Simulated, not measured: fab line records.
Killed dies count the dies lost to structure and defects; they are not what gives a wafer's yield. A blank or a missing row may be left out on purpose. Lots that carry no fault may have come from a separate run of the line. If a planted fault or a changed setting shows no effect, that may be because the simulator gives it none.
A struck lot beside a sound one || flow nand harc || 15 steps out of a route of 1302
Sound: wafers L634.1, L634.2, L634.4. Wafers struck: L640.3, L640.6. The cause is given at the end.
Each step with rows lists, per side, the tool, then ch with its chambers, then its first start. Under that, the readings that differ: sound wafers || struck wafers || difference of the means || sigmas: that difference in standard deviations of wafers without a fault.
alike: words and numbers the same on both sides, and readings whose means are apart by under 2 such deviations; not compared: readings that were withheld, readings missing a value for some wafer, numbers with overlapping values and no deviation given by the record, and bounds like >300 which may hide the same value.
Wherever a step has rows on one side only, a row that says differs or no value, or a row with sigmas, the two part there. When numbers do not overlap yet have no deviation, they are printed without sigmas and do not part them. A reading missing from all wafers of one side parts the sides only when that side holds two or more wafers.

first, 7 steps without rows for these wafers: NHARC_A_CHANNEL_HOLE_D1_COAT_37 (time 65 s); NHARC_A_CHANNEL_HOLE_D1_COAT_04 (resist thk 90 nm); NHARC_A_CHANNEL_HOLE_D1_SOFTBAKE_05 (time 55 s); NHARC_A_CHANNEL_HOLE_D1_EBR_06; NHARC_A_CHANNEL_HOLE_D1_EXPOSE_07 (exposes mask HOLE D1, target cd 100 nm); NHARC_A_CHANNEL_HOLE_D1_PEB_08 (peb time 65 s); NHARC_A_CHANNEL_HOLE_D1_DEVELOP_09 (develop time 35 s).
NHARC_A_CHANNEL_HOLE_D1_CD_MEAS_10: target cd 100 nm.
  sound on cd sem-03 ch 0, day 9 09:17; struck on cd sem-02 ch 0, day 11 20:59
  alike: cd nm
NHARC_A_CHANNEL_HOLE_D1_OVL_MEAS_11:
  sound on overlay-02, day 9 09:22; struck on overlay-01, day 11 21:04
{"reading": "overlay x nm (nm)", "sound": "0.7 0.7 1.1", "struck": "-0.9 -1.1", "difference": -1.8, "sigmas": -2}
{"reading": "overlay y nm (nm)", "sound": "1.4 2.2 1.6", "struck": "-0.3 -0.4", "difference": -2.1, "sigmas": -2}
NHARC_A_CHANNEL_HOLE_D1_INSPECT_12:
  sound on defect inspect-02, day 9 09:24; struck on defect inspect-01, day 11 21:06
  alike: raw defect count
NHARC_A_CHANNEL_HOLE_D1_DESCUM_15: chemistry O2, time 3 s.
  sound on rie diel-08 ch 0,2,3, day 9 09:28; struck on rie diel-08 ch 0, day 11 21:10
  alike: drypump motor current A, oes product au, rf vpp V, showerhead plenum p Torr, throttle valve pct
  not compared: rf hours counter h
NHARC_A_CHANNEL_HOLE_D1_ETCH_38: etches the open film in CF4, target depth 39 nm, time 65 s.
  sound on rie diel-08 ch 1,2,3, day 9 09:33; struck on rie diel-08 ch 0, day 11 21:15
{"reading": "showerhead plenum p Torr (Torr)", "sound": "1.66 1.80 1.66", "struck": "1.87 1.87", "difference": "+0.16", "sigmas": "+2"}
  alike: drypump motor current A, oes product au, rf vpp V, throttle valve pct
  not compared: rf hours counter h
NHARC_A_CHANNEL_HOLE_D1_ETCH_39: etches the open film in N2/H2, target depth 260 nm, time 325 s.
  sound on rie diel-08 ch 0,2,3, day 9 09:40; struck on rie diel-08 ch 0,2, day 11 21:25
{"reading": "oes product au (a.u.)", "sound": "0.987 0.999 1.002", "struck": "0.846 0.851", "difference": -0.147, "sigmas": -17}
  alike: drypump motor current A, rf vpp V, showerhead plenum p Torr, throttle valve pct
  not compared: rf hours counter h
NHARC_A_CHANNEL_HOLE_D1_ETCH_34: etches the open film in CF4/CHF3, target depth 154 nm, time 77 s.
  sound: rie diel-08 ch 0,2,3; struck: rie diel-08 ch 3
  alike: drypump motor current A, oes product au, rf vpp V, showerhead plenum p Torr, throttle valve pct
  not compared: rf hours counter h
-- record jumps: 16 days between struck wafers' starts before vs after; left off in module A_CHANNEL_HOLE_D1, resumes in module END, first step shown is number 1302 of the route --
NHARC_END_SORT_01:
  here the record holds rows for the struck wafers (prober-01 ch 0, day 27 17:32) but none for the sound ones

WHERE THEY PART
First at NHARC_A_CHANNEL_HOLE_D1_OVL_MEAS_11; last, within this record, at NHARC_END_SORT_01.

WHY: what had been put in by the simulator
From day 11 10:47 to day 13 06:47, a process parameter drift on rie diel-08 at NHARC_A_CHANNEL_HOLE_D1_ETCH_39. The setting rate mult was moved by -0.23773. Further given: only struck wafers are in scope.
